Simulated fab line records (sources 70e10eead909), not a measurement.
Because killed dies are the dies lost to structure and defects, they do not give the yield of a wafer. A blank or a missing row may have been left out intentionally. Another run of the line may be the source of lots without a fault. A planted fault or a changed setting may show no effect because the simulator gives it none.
Matching of chambers / flow nandHarc / NHARC_THIN_TSV_DEP_43 on pecvd-01: 3 sister chambers
The step deposits SiO2, target thk 1328.5 nm. 3 wafers are shown with their chamber, then 8 later ones without.

WAFERS WITH THEIR CHAMBER
wafer=L714.5; chamber=1; throttleValvePct (%)=15.7
wafer=L713.6; chamber=2; throttleValvePct (%)=15.5
wafer=L712.1; chamber=0; throttleValvePct (%)=16.6

WAFERS MISSING THEIR CHAMBER
wafer=L712.3; throttleValvePct (%)=15.5
wafer=L712.4; throttleValvePct (%)=15.5
wafer=L720.3; throttleValvePct (%)=15.5
wafer=L720.4; throttleValvePct (%)=15.9
wafer=L720.5; throttleValvePct (%)=15.5
wafer=L718.2; throttleValvePct (%)=16.8
wafer=L718.3; throttleValvePct (%)=15.4
wafer=L718.6; throttleValvePct (%)=16.6

THE CHAMBER EACH PASSED THROUGH
wafer=L712.3; from the rows above=can't be placed: 2 or 1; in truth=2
wafer=L712.4; from the rows above=can't be placed: 2 or 1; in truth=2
wafer=L720.3; from the rows above=can't be placed: 2 or 1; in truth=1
wafer=L720.4; from the rows above=can't be placed: 1 or 2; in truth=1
wafer=L720.5; from the rows above=can't be placed: 2 or 1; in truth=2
wafer=L718.2; from the rows above=0; in truth=0
wafer=L718.3; from the rows above=can't be placed: 2 or 1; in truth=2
wafer=L718.6; from the rows above=0; in truth=0
Placed correctly: 2 of 8. These rows do not allow placing 6 (true chamber among the candidates in 6). Number placed wrongly: 0.
How it was worked out, from the rows above alone: a wafer's distance from a chamber is the root of the sum, over the readings, of the square of ((its reading less the chamber's mean) divided by the reading's scatter). If the next closest chamber is less than 2 further off than the closest, the wafer can't be placed; otherwise it belongs to the closest. A chamber's mean is the mean of its shown wafers. The scatter: with one shown wafer a chamber, the root of the mean of the squares of how far each hidden wafer lies from its nearest shown one.
